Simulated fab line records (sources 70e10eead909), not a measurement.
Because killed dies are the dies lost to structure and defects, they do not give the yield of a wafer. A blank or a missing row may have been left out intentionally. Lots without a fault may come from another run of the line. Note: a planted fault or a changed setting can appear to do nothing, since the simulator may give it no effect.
Chamber matching + flow nandHarc + NHARC_A_STAIRCASE_DEP_156 on pecvd-02 has 3 sister chambers
The step deposits SiNx, target thk 50 nm. 3 wafers are shown with their chamber, then 11 later ones without.

## WAFERS PAIRED WITH THEIR CHAMBERS
| wafer  | chamber | heaterPowerW (W) |
|--------|---------|------------------|
| L092.1 | 0       | 707              |
| L092.2 | 1       | 846              |
| L094.1 | 2       | 896              |

## WAFERS WITHOUT THEIR CHAMBER
| wafer  | heaterPowerW (W) |
|--------|------------------|
| L094.4 | 797              |
| L094.5 | 896              |
| L095.2 | 846              |
| L095.5 | 826              |
| L095.6 | 839              |
| L093.1 | 948              |
| L093.4 | 786              |
| L093.6 | 946              |
| L096.1 | 865              |
| L096.3 | 968              |
| L096.4 | 965              |

## CHAMBER TAKEN BY EACH
| wafer  | from the rows above          | in truth |
|--------|------------------------------|----------|
| L094.4 | can't be placed: 1 or 0 or 2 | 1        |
| L094.5 | can't be placed: 2 or 1      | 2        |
| L095.2 | can't be placed: 1 or 2      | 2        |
| L095.5 | can't be placed: 1 or 2      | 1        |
| L095.6 | can't be placed: 1 or 2      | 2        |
| L093.1 | can't be placed: 2 or 1      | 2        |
| L093.4 | can't be placed: 1 or 0 or 2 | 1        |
| L093.6 | can't be placed: 2 or 1      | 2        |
| L096.1 | can't be placed: 1 or 2      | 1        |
| L096.3 | can't be placed: 2 or 1      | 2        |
| L096.4 | can't be placed: 2 or 1      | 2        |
Correctly placed: 0 of 11. Unplaceable from these rows: 11, with the true chamber sitting among the candidates in 11. Wrongly placed: 0.
How it was worked out, from the rows above alone: a wafer's distance from a chamber is the root of the sum, over the readings, of the square of ((its reading less the chamber's mean) divided by the reading's scatter). The wafer belongs to the nearest chamber; if the next one is less than 2 further off, it can't be placed. Each chamber's mean is taken over the wafers shown for it. The scatter (one wafer shown for each chamber): square how far every hidden wafer sits from the nearest shown wafer, average those squares and take the square root.
